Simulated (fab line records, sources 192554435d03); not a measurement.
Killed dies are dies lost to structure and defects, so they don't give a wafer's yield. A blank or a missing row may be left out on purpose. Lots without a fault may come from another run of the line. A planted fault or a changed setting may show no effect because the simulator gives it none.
Chamber matching | flow n5_finfet | N5_BEOL_M11_ALD_74 on ald_metal-01: 4 sister chambers
The step deposits TaN, target thk 2 nm, pulse time 2 s, purge time 3 s. 8 wafers are shown with their chamber, then 8 later ones without.

WAFERS WITH THEIR CHAMBER
wafer  | chamber | heater_power_w (W)
L077.2 | 0       | 506
L074.1 | 1       | 384
L074.3 | 0       | 493
L074.5 | 3       | 452
L078.4 | 2       | 493
L078.5 | 3       | 438
L078.6 | 2       | 485
L086.2 | 1       | 386

WAFERS WITHOUT THEIR CHAMBER
wafer  | heater_power_w (W)
L086.4 | 442
L086.5 | 504
L093.2 | 472
L093.3 | 394
L093.6 | 468
L097.3 | 383
L097.4 | 443
L097.6 | 499

WHICH CHAMBER EACH WENT THROUGH
wafer  | from the rows above          | in truth
L086.4 | 3                            | 3
L086.5 | can't be placed: 0 or 2      | 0
L093.2 | can't be placed: 2 or 3 or 0 | 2
L093.3 | 1                            | 1
L093.6 | can't be placed: 2 or 3 or 0 | 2
L097.3 | 1                            | 1
L097.4 | 3                            | 3
L097.6 | can't be placed: 0 or 2      | 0
Placed correctly: 4 of 8. Can't be placed from these rows: 4 (the true chamber is among the candidates in 4). Placed wrongly: 0.
How it was worked out, from the rows above alone: a wafer's distance from a chamber is the root of the sum, over the readings, of the square of ((its reading less the chamber's mean) divided by the reading's scatter). The wafer belongs to the nearest chamber; if the next one is less than 2 further off, it can't be placed. A chamber's mean is the mean of its shown wafers. The scatter: the root of (the sum of the squares of (reading less its chamber's mean) over the shown wafers, divided by (wafers less chambers)).
